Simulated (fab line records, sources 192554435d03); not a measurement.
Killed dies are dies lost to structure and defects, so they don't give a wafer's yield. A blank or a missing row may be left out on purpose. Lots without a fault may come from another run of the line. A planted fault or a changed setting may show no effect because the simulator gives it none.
Chamber matching | flow n5_finfet | N5_BEOL_M1_STRIP_36 on rie_diel-03: 4 sister chambers
The step strips in N2/H2. 8 wafers are shown with their chamber, then 9 later ones without.

WAFERS WITH THEIR CHAMBER
wafer  | chamber | drypump_motor_current_A (A) | showerhead_plenum_p_Torr (Torr)
L074.5 | 3       | 5.4                         | 2.50
L083.1 | 1       | 4.9                         | 2.69
L090.3 | 1       | 4.9                         | 2.69
L090.5 | 3       | 5.5                         | 2.49
L090.6 | 2       | 6.6                         | 2.62
L091.1 | 0       | 5.7                         | 2.48
L091.4 | 2       | 6.6                         | 2.61
L091.5 | 0       | 5.6                         | 2.48

WAFERS WITHOUT THEIR CHAMBER
wafer  | drypump_motor_current_A (A) | showerhead_plenum_p_Torr (Torr)
L094.1 | 5.6                         | 2.48
L094.2 | 6.6                         | 2.61
L094.6 | 5.7                         | 2.48
L095.1 | 5.4                         | 2.48
L095.5 | 5.5                         | 2.48
L095.6 | 5.7                         | 2.48
L096.1 | 5.4                         | 2.48
L096.2 | 4.9                         | 2.68
L096.6 | 6.6                         | 2.61

WHICH CHAMBER EACH WENT THROUGH
wafer  | from the rows above     | in truth
L094.1 | 0                       | 0
L094.2 | 2                       | 2
L094.6 | 0                       | 0
L095.1 | can't be placed: 3 or 0 | 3
L095.5 | can't be placed: 0 or 3 | 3
L095.6 | 0                       | 0
L096.1 | can't be placed: 3 or 0 | 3
L096.2 | 1                       | 1
L096.6 | 2                       | 2
Placed correctly: 6 of 9. Can't be placed from these rows: 3 (the true chamber is among the candidates in 3). Placed wrongly: 0.
How it was worked out, from the rows above alone: a wafer's distance from a chamber is the root of the sum, over the readings, of the square of ((its reading less the chamber's mean) divided by the reading's scatter). The wafer belongs to the nearest chamber; if the next one is less than 2 further off, it can't be placed. A chamber's mean is the mean of its shown wafers. The scatter: the root of (the sum of the squares of (reading less its chamber's mean) over the shown wafers, divided by (wafers less chambers)).
